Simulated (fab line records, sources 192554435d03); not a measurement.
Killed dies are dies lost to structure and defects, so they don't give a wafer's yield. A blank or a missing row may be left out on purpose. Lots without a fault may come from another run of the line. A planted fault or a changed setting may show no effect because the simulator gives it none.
fab line records | flow n5_finfet
record lots=7 wafers=21
route steps=1938 shown GATE_CUT@484 MOL_CONTACT_COAG@610 BEOL_M0_SAQP@646 BEOL_M0_CUTY@701 BEOL_M1@770
start_h: hours from the record's first day to the start of the lot's first wafer shown | wait_h: hours since the lot's step before | " the same as in the row above | L1.1+2: a row that stands for several wafers | - no value, or no start given | * or withheld: withheld | < > ~ a bound
route shown NAME@n: a module of which the file shows steps, and the number in the route of the first | usual: mean/standard deviation of fault-free wafers | same: alike in all rows | chamber/n: place in a boat | sites: the reading at each site | _std_site: their standard deviation | _edge_site: outer sites' mean less inner sites' | radius_mm: how far each site lies from the wafer's centre | mask NAME#n: copy n | behind: the tool/chamber that last shaped the wafer | hold: why the lot was held/for how many hours/how that ended | device: the transistor (n, p or np) that didn't switch | end of line: the same wafers' tests at the end of the route | a step without rows: its recipe alone | killed: dies lost to structure and defects at the first sort, not the wafer's yield | map: a wafer's dies, x killed, . not, _ none there
set.NAME: the setting as run; set.NAME@STEP: as run at that earlier step | model.NAME: the simulator's own value behind a step, which no gauge read
lots whose settings were changed on purpose; a table a step, a row a wafer
## steps
# step N5_GATE_CUT_EXPOSE_10
# recipe mask_id=GATE_CUT na=0.33 source_shape=annular sigma_inner=0.35 sigma_outer=0.8 polarization=unpolarized target_cd_nm=20 dose_mj=43.25
# columns lot.wafer tool chamber start_h wait_h mask set.dose_mj
L076.1+3 euv_scanner-01 0 95.40 - GATE_CUT#0 44.45
L076.5 " 0 " " GATE_CUT#0 43.25
L077.1+2+6 euv_scanner-01 0 101.93 - GATE_CUT#0 43.25
L079.4+5+6 euv_scanner-02 0 119.61 - GATE_CUT#0 43.25
L081.1 euv_scanner-02 0 126.21 - GATE_CUT#0 43.25
L081.5+6 " 0 " " GATE_CUT#0 45.95
L082.2+3+5 euv_scanner-02 0 130.77 - GATE_CUT#0 43.25
L086.1+4 euv_scanner-01 0 161.93 - GATE_CUT#0 43.25
L086.2 " 0 " " GATE_CUT#0 45.75
L087.1+2+4 euv_scanner-02 0 166.28 - GATE_CUT#0 43.25
# step N5_GATE_CUT_PEB_11
# recipe peb_temp_c=100 peb_time_s=60 resist=CAR-EUV
# step N5_GATE_CUT_DEVELOP_12
# recipe develop_time_s=30 developer=TMAH resist=CAR-EUV rinse_liquid=surfactant_rinse dry=air_spin dev_temp_c=23
# step N5_GATE_CUT_CD_MEAS_13
# recipe target_cd_nm=20 landing_energy_ev=500 detector=se_inlens
# usual cd_nm=19.91/0.21
# columns lot.wafer tool chamber start_h wait_h set.dose_mj@GATE_CUT_EXPOSE_10 cd_nm
L076.1 cd_sem-03 0 95.53 - 44.45 20.68
L076.3 " 0 " " 44.45 20.61
L076.5 " 0 " " 43.25 19.61
L077.1 cd_sem-02 0 102.07 - 43.25 19.96
L077.2 " 0 " " 43.25 19.76
L077.6 " 0 " " 43.25 20.05
L079.4 cd_sem-02 0 119.73 - 43.25 19.69
L079.5 " 0 " " 43.25 19.65
L079.6 " 0 " " 43.25 19.96
L081.1 cd_sem-02 0 126.35 - 43.25 19.69
L081.5 " 0 " " 45.95 21.29
L081.6 " 0 " " 45.95 21.53
L082.2 cd_sem-03 0 130.90 - 43.25 20.14
L082.3 " 0 " " 43.25 19.97
L082.5 " 0 " " 43.25 19.99
L086.1 cd_sem-01 0 162.06 - 43.25 20.33
L086.2 " 0 " " 45.75 20.82
L086.4 " 0 " " 43.25 20.15
L087.1 cd_sem-03 0 166.42 - 43.25 19.88
L087.2 " 0 " " 43.25 20.00
L087.4 " 0 " " 43.25 19.83
# step N5_GATE_CUT_DESCUM_18
# recipe chemistry=O2 time_s=7 source_power_w=50 bias_power_w=20 pressure_mtorr=20 rf_frequency_hz=2.712e+07 temp_c=40 resist=CAR-EUV o2_flow_sccm=225
# columns lot.wafer tool chamber start_h wait_h set.time_s set.dose_mj@GATE_CUT_EXPOSE_10 model.GATE_CUT.cd_nm model.CAR-EUV_of_GATE_CUT_COAT_07.thk_nm
L076.1 rie_diel-04 2 95.66 0.0 6.307 44.45 20.4 26.4
L076.3 " 3 " " 6.307 44.45 20.6 26.4
L076.5 " 0 " " 7 43.25 19.8 26
L077.1+2 rie_diel-03 2,3 102.19 0.0 5.758 43.25 19.8 26.6
L077.6 " 0 " " 7 43.25 20 26
L079.4 rie_diel-05 1 119.86 0.0 7.951 43.25 19.8 25.6
L079.5 " 3 " " 7 43.25 20 26.2
L079.6 " 0 " " 7 43.25 20.2 26
L081.1 rie_diel-04 2 126.47 0.0 7 43.25 20 26
L081.5 " 3 " " 7 45.95 21.2 26
L081.6 " 0 " " 5.745 45.95 21.4 26.6
L082.2+5 rie_diel-03 1,0 131.02 0.0 7 43.25 19.8 26
L082.3 " 2 " " 7 43.25 19.8 26.2
L086.1 rie_diel-04 0 162.18 0.0 7 43.25 19.8 26
L086.2 " 2 " " 7 45.75 20.8 26.2
L086.4 " 3 " " 5.574 43.25 19.8 26.8
L087.1 rie_diel-03 2 166.56 0.1 5.54 43.25 19.8 26.8
L087.2 " 0 " " 7 43.25 20.2 26
L087.4 " 0 " " 7 43.25 19.8 26.2
# step N5_GATE_CUT_ETCH_28
# recipe chemistry=N2/H2 target=underlayer target_depth_a=130 mask_material=CAR-EUV time_s=10.4 ion_energy_ev=200 pressure_mtorr=30 source_w=840 bias_w=150 n2_flow_sccm=200 h2_flow_sccm=200 ends=cleared
# columns lot.wafer tool chamber start_h wait_h set.dose_mj@GATE_CUT_EXPOSE_10 set.time_s@GATE_CUT_DESCUM_18 model.GATE_CUT.cd_nm model.CAR-EUV_of_GATE_CUT_COAT_07.thk_nm
L076.1 rie_diel-04 2 95.69 0.0 44.45 6.307 20.4 15
L076.3 " 3 " " 44.45 6.307 20.6 15
L076.5 " 0 " " 43.25 7 19.8 14.6
L077.1 rie_diel-03 2 102.22 0.0 43.25 5.758 19.6 15.4
L077.2 " 3 " " 43.25 5.758 19.6 15.2
L077.6 " 0 " " 43.25 7 20 14.6
L079.4 rie_diel-05 1 119.89 0.0 43.25 7.951 19.8 14.2
L079.5 " 3 " " 43.25 7 19.8 14.8
L079.6 " 0 " " 43.25 7 20.2 14.6
L081.1 rie_diel-04 2 126.50 0.0 43.25 7 20 14.6
L081.5 " 3 " " 45.95 7 21.2 14.6
L081.6 " 0 " " 45.95 5.745 21.4 15.4
L082.2 rie_diel-03 1 131.06 0.0 43.25 7 20 14.6
L082.3 " 2 " " 43.25 7 19.8 14.8
L082.5 " 0 " " 43.25 7 19.6 14.6
L086.1 rie_diel-04 0 162.22 0.0 43.25 7 19.8 14.6
L086.2 " 2 " " 45.75 7 20.8 14.6
L086.4 " 3 " " 43.25 5.574 20 15.4
L087.1 rie_diel-03 2 166.60 0.0 43.25 5.54 19.6 15.4
L087.2 " 0 " " 43.25 7 20.2 14.6
L087.4 " 0 " " 43.25 7 20 14.6
# step N5_GATE_CUT_ETCH_36
# recipe chemistry=CF4 target=SiARC target_depth_a=130 mask_material=CAR-EUV time_s=21.7 ion_energy_ev=80 pressure_mtorr=40 source_w=545 bias_w=36 Ar_flow_sccm=100 cf4_flow_sccm=100 ends=cleared
# columns lot.wafer tool chamber start_h wait_h set.time_s@GATE_CUT_DESCUM_18 model.CAR-EUV_of_GATE_CUT_COAT_07.thk_nm
L076.1+3 rie_diel-04 2,3 95.71 0.0 6.307 7.4
L076.5 " 0 " " 7 7
L077.1 rie_diel-03 2 102.24 0.0 5.758 7.6
L077.2 " 3 " " 5.758 7.4
L077.6 " 0 " " 7 7
L079.4 rie_diel-05 1 119.91 0.0 7.951 6.6
L079.5+6 " 3,0 " " 7 7
L081.1 rie_diel-04 2 126.52 0.0 7 6.8
L081.5 " 3 " " 7 7
L081.6 " 0 " " 5.745 7.6
L082.2 rie_diel-03 1 131.08 0.0 7 6.8
L082.3+5 " 2,0 " " 7 7
L086.1+2 rie_diel-04 0,2 162.24 0.0 7 7
L086.4 " 3 " " 5.574 7.8
L087.1 rie_diel-03 2 166.62 0.0 5.54 7.8
L087.2+4 " 0 " " 7 7
# step N5_GATE_CUT_ETCH_37
# recipe chemistry=N2/H2 target=SOC target_depth_a=600 overetch_a=120 mask_material=SiARC temp_c=40 time_s=90 ion_energy_ev=200 pressure_mtorr=30 source_w=840 bias_w=150 n2_flow_sccm=200 h2_flow_sccm=200
# columns lot.wafer tool chamber start_h wait_h set.dose_mj@GATE_CUT_EXPOSE_10 model.GATE_CUT.cd_nm
L076.1 rie_diel-04 2 95.74 0.0 44.45 20.4
L076.3 " 3 " " 44.45 20.6
L076.5 " 0 " " 43.25 20
L077.1+2 rie_diel-03 2,3 102.27 0.0 43.25 19.4
L077.6 " 0 " " 43.25 20
L079.4+6 rie_diel-05 1,0 119.96 0.0 43.25 20
L079.5 " 3 " " 43.25 19.8
L081.1 rie_diel-04 2 126.55 0.0 43.25 19.8
L081.5+6 " 3,0 " " 45.95 21.4
L082.2 rie_diel-03 1 131.10 0.0 43.25 20
L082.3 " 2 " " 43.25 19.6
L082.5 " 0 " " 43.25 19.8
L086.1 rie_diel-04 0 162.26 0.0 43.25 20
L086.2 " 2 " " 45.75 21
L086.4 " 3 " " 43.25 19.8
L087.1 rie_diel-03 2 166.64 0.0 43.25 19.8
L087.2 " 0 " " 43.25 20.2
L087.4 " 0 " " 43.25 20
# step N5_GATE_CUT_STRIP_38
# recipe chemistry=N2/H2 temp_c=40 n2_flow_sccm=200 h2_flow_sccm=200 rf_frequency_hz=6e+07
# step N5_GATE_CUT_STRIP_39
# recipe chemistry=N2/H2 temp_c=40 n2_flow_sccm=200 h2_flow_sccm=200 rf_frequency_hz=6e+07
# step N5_GATE_CUT_STRIP_41
# recipe chemistry=CF4 resist=SiARC power_w=300 bias_power_w=75 pressure_mtorr=50 cf4_flow_sccm=150 rf_frequency_hz=6e+07
# step N5_GATE_CUT_STRIP_42
# recipe chemistry=O2 power_w=400 temp_c=40 pressure_mtorr=30 rf_frequency_hz=6e+07 bias_power_w=0 overash_fraction=0.3 o2_flow_sccm=225
# step N5_GATE_CUT_ETCH_19
# recipe chemistry=CH3F/O2 target=SiNx mask_material=SiO2 target_depth_a=537 time_s=76.7 pressure_mtorr=30 source_w=395 bias_w=73 Ar_flow_sccm=150 CH3F_flow_sccm=30 O2_flow_sccm=20 ion_energy_ev=120 ends=cleared
# columns lot.wafer tool chamber start_h wait_h set.dose_mj@GATE_CUT_EXPOSE_10 model.GATE_CUT.cd_nm
L076.1 rie_diel-04 2 95.94 0.0 44.45 20.4
L076.3 " 3 " " 44.45 20.6
L076.5 " 0 " " 43.25 20
L077.1+2 rie_diel-03 2,3 102.48 0.0 43.25 19.6
L077.6 " 0 " " 43.25 20
L079.4 rie_diel-05 1 120.17 0.0 43.25 20.2
L079.5 " 3 " " 43.25 19.8
L079.6 " 0 " " 43.25 20.4
L081.1 rie_diel-04 2 126.76 0.0 43.25 20
L081.5+6 " 3,0 " " 45.95 21.6
L082.2 rie_diel-03 1 131.31 0.0 43.25 20
L082.3+5 " 2,0 " " 43.25 19.8
L086.1 rie_diel-04 0 162.47 0.0 43.25 20.2
L086.2 " 2 " " 45.75 21
L086.4 " 3 " " 43.25 20
L087.1+4 rie_diel-03 2,0 166.85 0.0 43.25 20
L087.2 " 0 " " 43.25 20.2
# step N5_MOL_CONTACT_COAG_ETCH_67
# recipe chemistry=N2/H2 target=SOC target_depth_a=600 overetch_a=210 mask_material=SiARC temp_c=40 time_s=101.2 ion_energy_ev=200 pressure_mtorr=30 source_w=840 bias_w=150 n2_flow_sccm=200 h2_flow_sccm=200
# usual rf_vpp_V=524.1/2.2
# columns lot.wafer tool chamber start_h wait_h set.source_w rf_vpp_V
L076.1 rie_diel-01 1 114.82 0.0 840 526.5
L076.3 " 3 " " 912.7 509.0
L076.5 " 1 " " 840 525.2
L077.1 rie_diel-02 0 117.68 0.0 801.6 528.8
L077.2 " 3 " " 840 526.2
L077.6 " 2 " " 840 522.4
L079.4 rie_diel-06 3 135.50 0.0 840 521.2
L079.5 " 3 " " 840 520.7
L079.6 " 2 " " 840 525.9
L081.1 rie_diel-01 3 141.97 0.0 840 524.9
L081.5 " 1 " " 840 525.0
L081.6 " 2 " " 840 524.5
L082.2 rie_diel-06 0 146.12 0.0 840 526.1
L082.3 " 2 " " 840 526.0
L082.5 " 2 " " 840 527.0
L086.1 rie_diel-01 2 180.04 0.0 840 524.3
L086.2 " 3 " " 840 523.7
L086.4 " 0 " " 840 525.2
L087.1 rie_diel-06 2 180.25 0.0 958.2 501.8
L087.2 " 0 " " 840 525.9
L087.4 " 0 " " 958.2 503.7
# step N5_BEOL_M0_SAQP_EXPOSE_11
# recipe mask_id=M0_CORE na=1.35 source_shape=dipole sigma_inner=0.538 sigma_outer=0.738 polarization=te target_cd_nm=42 dose_mj=55
# columns lot.wafer tool chamber start_h wait_h mask set.dose_mj
L076.1 arfi_scanner-03 0 121.33 - M0_CORE#0 55
L076.3+5 " 0 " " M0_CORE#0 57.41
L077.1+6 arfi_scanner-02 0 124.88 - M0_CORE#0 51.34
L077.2 " 0 " " M0_CORE#0 55
L079.4+5 arfi_scanner-02 0 141.00 - M0_CORE#0 57.67
L079.6 " 0 " " M0_CORE#0 55
L081.1+5 arfi_scanner-01 0 147.50 - M0_CORE#0 55
L081.6 " 0 " " M0_CORE#0 57.1
L082.2+3+5 arfi_scanner-01 0 153.55 - M0_CORE#0 55
L086.1+2 arfi_scanner-03 0 186.07 - M0_CORE#0 55
L086.4 " 0 " " M0_CORE#0 56.69
L087.1+4 arfi_scanner-02 0 191.42 - M0_CORE#0 55
L087.2 " 0 " " M0_CORE#0 53.02
# step N5_BEOL_M0_SAQP_PEB_12
# recipe peb_temp_c=withheld peb_time_s=60 resist=CAR-ArF
# step N5_BEOL_M0_SAQP_DEVELOP_13
# recipe develop_time_s=30 developer=TMAH resist=CAR-ArF dev_temp_c=23 rinse_liquid=diw dry=air_spin
# step N5_BEOL_M0_SAQP_CD_MEAS_14
# recipe target_cd_nm=42.5 landing_energy_ev=500 detector=se_inlens
# usual cd_nm=42.4/0.37
# columns lot.wafer tool chamber start_h wait_h set.dose_mj@BEOL_M0_SAQP_EXPOSE_11 cd_nm
L076.1 cd_sem-02 0 121.46 - 55 42.3
L076.3 " 0 " " 57.41 41.3
L076.5 " 0 " " 57.41 41.7
L077.1 cd_sem-03 0 125.00 - 51.34 44.5
L077.2 " 0 " " 55 42.5
L077.6 " 0 " " 51.34 44.5
L079.4 cd_sem-02 0 141.11 - 57.67 40.3
L079.5 " 0 " " 57.67 40.7
L079.6 " 0 " " 55 42.0
L081.1 cd_sem-01 0 147.62 - 55 42.2
L081.5 " 0 " " 55 42.2
L081.6 " 0 " " 57.1 40.8
L082.2 cd_sem-01 0 153.67 - 55 42.3
L082.3 " 0 " " 55 41.4
L082.5 " 0 " " 55 41.9
L086.1 cd_sem-03 0 186.20 - 55 42.8
L086.2 " 0 " " 55 42.4
L086.4 " 0 " " 56.69 40.9
L087.1 cd_sem-03 0 191.55 - 55 42.4
L087.2 " 0 " " 53.02 43.3
L087.4 " 0 " " 55 42.4
# step N5_BEOL_M0_CUTY_COAT_50
# recipe resist=SiARC temp_c=220 time_s=60 spin_rpm=1500 resist_thk_nm=15
# columns lot.wafer tool chamber start_h wait_h set.spin_rpm model.SiARC_of_BEOL_M0_CUTY_COAT_50.thk_nm
L076.1 litho_track-03 0 127.37 0.0 1360 15.8
L076.3+5 " 0 " " 1500 15
L077.1 litho_track-03 0 130.13 0.0 1500 15
L077.2+6 " 0 " " 1395 15.6
L079.4+5 litho_track-02 0 149.14 0.0 1500 15
L079.6 " 0 " " 1379 15.6
L081.1+6 litho_track-05 0 154.46 0.0 1500 15
L081.5 " 0 " " 1637 14.4
L082.2+3+5 litho_track-02 0 158.99 0.0 1500 15
L086.1 litho_track-05 0 193.59 0.0 1500 15
L086.2+4 " 0 " " 1401 15.6
L087.1+2 litho_track-05 0 197.29 0.0 1500 15
L087.4 " 0 " " 1647 14.4
# step N5_BEOL_M0_CUTY_EXPOSE_54
# recipe mask_id=M0_ABLK na=1.35 source_shape=conventional sigma_outer=0.8 polarization=unpolarized dose_mj=36
# columns lot.wafer tool chamber start_h wait_h mask set.dose_mj
L076.1 arfi_scanner-03 0 127.59 - M0_ABLK#0 36
L076.3+5 " 0 " " M0_ABLK#0 38
L077.1+6 arfi_scanner-03 0 130.23 - M0_ABLK#0 36
L077.2 " 0 " " M0_ABLK#0 33.96
L079.4+6 arfi_scanner-03 0 149.38 - M0_ABLK#0 36
L079.5 " 0 " " M0_ABLK#0 34.86
L081.1+5+6 arfi_scanner-01 0 154.69 - M0_ABLK#0 36
L082.2+3+5 arfi_scanner-01 0 159.09 - M0_ABLK#0 36
L086.1+4 arfi_scanner-01 0 193.81 - M0_ABLK#0 36
L086.2 " 0 " " M0_ABLK#0 37.99
L087.1+2+4 arfi_scanner-01 0 197.39 - M0_ABLK#0 36
# step N5_BEOL_M0_CUTY_PEB_55
# recipe peb_temp_c=110 peb_time_s=60 resist=CAR-ArF-block
# step N5_BEOL_M0_CUTY_DEVELOP_56
# recipe develop_time_s=30 developer=TMAH resist=CAR-ArF-block rinse_liquid=diw dry=air_spin dev_temp_c=23
# step N5_BEOL_M0_CUTY_CD_MEAS_57
# recipe target_cd_nm=200 landing_energy_ev=500 detector=se_inlens polarity=line
# usual cd_nm=199.7/0.75
# columns lot.wafer tool chamber start_h wait_h set.dose_mj@BEOL_M0_CUTY_EXPOSE_54 cd_nm
L076.1 cd_sem-01 0 127.72 - 36 199.3
L076.3 " 0 " " 38 195.6
L076.5 " 0 " " 38 196.6
L077.1 cd_sem-01 0 130.35 - 36 200.1
L077.2 " 0 " " 33.96 202.5
L077.6 " 0 " " 36 198.8
L079.4 cd_sem-01 0 149.49 - 36 199.3
L079.5 " 0 " " 34.86 202.2
L079.6 " 0 " " 36 199.6
L081.1 cd_sem-01 0 154.81 - 36 199.9
L081.5 " 0 " " 36 200.8
L081.6 " 0 " " 36 200.8
L082.2 cd_sem-01 0 159.21 - 36 201.2
L082.3 " 0 " " 36 199.8
L082.5 " 0 " " 36 200.2
L086.1 cd_sem-03 0 193.94 - 36 199.9
L086.2 " 0 " " 37.99 196.1
L086.4 " 0 " " 36 199.5
L087.1 cd_sem-03 0 197.51 - 36 200.6
L087.2 " 0 " " 36 201.1
L087.4 " 0 " " 36 199.1
# step N5_BEOL_M0_CUTY_DESCUM_61
# recipe chemistry=O2 time_s=7.9 source_power_w=50 bias_power_w=20 pressure_mtorr=20 rf_frequency_hz=2.712e+07 temp_c=40 resist=CAR-ArF-block o2_flow_sccm=225
# step N5_BEOL_M0_CUTY_ETCH_62
# recipe chemistry=CF4 target=SiARC mask_material=CAR-ArF-block time_s=58.5 ion_energy_ev=80 pressure_mtorr=40 source_w=545 bias_w=36 Ar_flow_sccm=100 cf4_flow_sccm=100 ends=cleared
# columns lot.wafer tool chamber start_h wait_h set.dose_mj@BEOL_M0_CUTY_EXPOSE_54 model.BEOL_M0_CUTY.cd_offset_nm
L076.1 rie_diel-02 1 128.19 0.0 36 -0.6
L076.3 " 0 " " 38 -4.4
L076.5 " 1 " " 38 -3.6
L077.1 rie_diel-02 0 130.77 0.0 36 0
L077.2 " 1 " " 33.96 2.8
L077.6 " 3 " " 36 -1
L079.4 rie_diel-06 3 149.89 0.0 36 -0.4
L079.5 " 2 " " 34.86 2.6
L079.6 " 0 " " 36 -0.2
L081.1 rie_diel-02 3 154.94 0.0 36 -0.2
L081.5+6 " 1,0 " " 36 0.6
L082.2 rie_diel-06 0 159.44 0.0 36 1.2
L082.3+5 " 2,3 " " 36 0
L086.1+4 rie_diel-06 2,3 194.26 0.0 36 -0.4
L086.2 " 0 " " 37.99 -4
L087.1 rie_diel-06 3 197.64 0.0 36 0.6
L087.2 " 2 " " 36 0.8
L087.4 " 3 " " 36 -0.8
# step N5_BEOL_M0_CUTY_ETCH_63
# recipe chemistry=N2/H2 target=SOC target_depth_a=827 overetch_a=165 mask_material=SiARC temp_c=40 ion_energy_ev=200 time_s=124 pressure_mtorr=30 source_w=840 bias_w=150 n2_flow_sccm=200 h2_flow_sccm=200
# columns lot.wafer tool chamber start_h wait_h set.dose_mj@BEOL_M0_CUTY_EXPOSE_54 model.BEOL_M0_CUTY.cd_offset_nm
L076.1 rie_diel-02 1 128.24 0.0 36 -0.6
L076.3 " 0 " " 38 -4.4
L076.5 " 1 " " 38 -3.4
L077.1 rie_diel-02 0 130.82 0.0 36 -0.2
L077.2 " 1 " " 33.96 3
L077.6 " 3 " " 36 -0.6
L079.4 rie_diel-06 3 149.97 0.1 36 -0.4
L079.5 " 2 " " 34.86 2.6
L079.6 " 0 " " 36 0.2
L081.1 rie_diel-02 3 154.98 0.0 36 0.2
L081.5+6 " 1,0 " " 36 0.4
L082.2 rie_diel-06 0 159.48 0.0 36 1.4
L082.3+5 " 2,3 " " 36 0
L086.1+4 rie_diel-06 2,3 194.30 0.0 36 -0.4
L086.2 " 0 " " 37.99 -3.8
L087.1 rie_diel-06 3 197.68 0.0 36 0.4
L087.2 " 2 " " 36 0.6
L087.4 " 3 " " 36 -0.8
# step N5_BEOL_M1_ETCH_64
# recipe chemistry=N2/H2 target=SOC target_depth_a=750 overetch_a=150 mask_material=SiARC temp_c=40 time_s=112.5 ion_energy_ev=200 pressure_mtorr=30 source_w=840 bias_w=150 n2_flow_sccm=200 h2_flow_sccm=200
# usual rf_vpp_V=525.0/2.9
# columns lot.wafer tool chamber start_h wait_h set.source_w rf_vpp_V
L076.1 rie_diel-03 3 136.32 0.0 840 523.0
L076.3 " 1 " " 840 522.8
L076.5 " 0 " " 840 520.4
L077.1 rie_diel-05 3 139.73 0.0 840 522.4
L077.2 " 2 " " 722.7 555.1
L077.6 " 3 " " 722.7 549.6
L079.4 rie_diel-04 0 159.04 0.0 840 523.7
L079.5 " 3 " " 907 513.0
L079.6 " 2 " " 907 506.4
L081.1 rie_diel-03 2 165.30 0.0 885.5 517.5
L081.5 " 0 " " 885.5 512.4
L081.6 " 2 " " 840 527.5
L082.2 rie_diel-03 1 172.42 0.0 840 524.1
L082.3 " 0 " " 840 520.4
L082.5 " 0 " " 840 519.9
L087.1 rie_diel-03 0 206.49 0.0 840 521.1
L087.2 " 2 " " 958.6 503.3
L087.4 " 3 " " 840 521.9
L086.1 rie_diel-05 0 206.72 0.0 840 528.4
L086.2 " 3 " " 840 521.4
L086.4 " 2 " " 840 527.9
## key
split step=N5_GATE_CUT_EXPOSE_10 setting=dose_mj stated=43.25 by=wafer
response step=N5_GATE_CUT_CD_MEAS_13 reading=cd_nm change=+0.212 per=1% r=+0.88
response step=N5_GATE_CUT_DESCUM_18 reading=model.GATE_CUT.cd_nm change=+0.198 per=1% r=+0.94
response step=N5_GATE_CUT_ETCH_28 reading=model.GATE_CUT.cd_nm change=+0.191 per=1% r=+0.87
response step=N5_GATE_CUT_ETCH_37 reading=model.GATE_CUT.cd_nm change=+0.221 per=1% r=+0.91
response step=N5_GATE_CUT_ETCH_19 reading=model.GATE_CUT.cd_nm change=+0.207 per=1% r=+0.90
split step=N5_GATE_CUT_DESCUM_18 setting=time_s stated=7 by=wafer
response step=N5_GATE_CUT_DESCUM_18 reading=model.CAR-EUV_of_GATE_CUT_COAT_07.thk_nm change=-0.0345 per=1% r=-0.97
response step=N5_GATE_CUT_ETCH_28 reading=model.CAR-EUV_of_GATE_CUT_COAT_07.thk_nm change=-0.0399 per=1% r=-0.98
response step=N5_GATE_CUT_ETCH_36 reading=model.CAR-EUV_of_GATE_CUT_COAT_07.thk_nm change=-0.0361 per=1% r=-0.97
split step=N5_MOL_CONTACT_COAG_ETCH_67 setting=source_w stated=840 by=wafer
response step=N5_MOL_CONTACT_COAG_ETCH_67 reading=rf_vpp_V change=-1.67 per=1% r=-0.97
split step=N5_BEOL_M0_SAQP_EXPOSE_11 setting=dose_mj stated=55 by=wafer
response step=N5_BEOL_M0_SAQP_CD_MEAS_14 reading=cd_nm change=-0.305 per=1% r=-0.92
split step=N5_BEOL_M0_CUTY_COAT_50 setting=spin_rpm stated=1500 by=wafer
response step=N5_BEOL_M0_CUTY_COAT_50 reading=model.SiARC_of_BEOL_M0_CUTY_COAT_50.thk_nm change=-0.075 per=1% r=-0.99
split step=N5_BEOL_M0_CUTY_EXPOSE_54 setting=dose_mj stated=36 by=wafer
response step=N5_BEOL_M0_CUTY_CD_MEAS_57 reading=cd_nm change=-0.615 per=1% r=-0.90
response step=N5_BEOL_M0_CUTY_ETCH_62 reading=model.BEOL_M0_CUTY.cd_offset_nm change=-0.644 per=1% r=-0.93
response step=N5_BEOL_M0_CUTY_ETCH_63 reading=model.BEOL_M0_CUTY.cd_offset_nm change=-0.627 per=1% r=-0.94
split step=N5_BEOL_M1_ETCH_64 setting=source_w stated=840 by=wafer
response step=N5_BEOL_M1_ETCH_64 reading=rf_vpp_V change=-1.76 per=1% r=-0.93
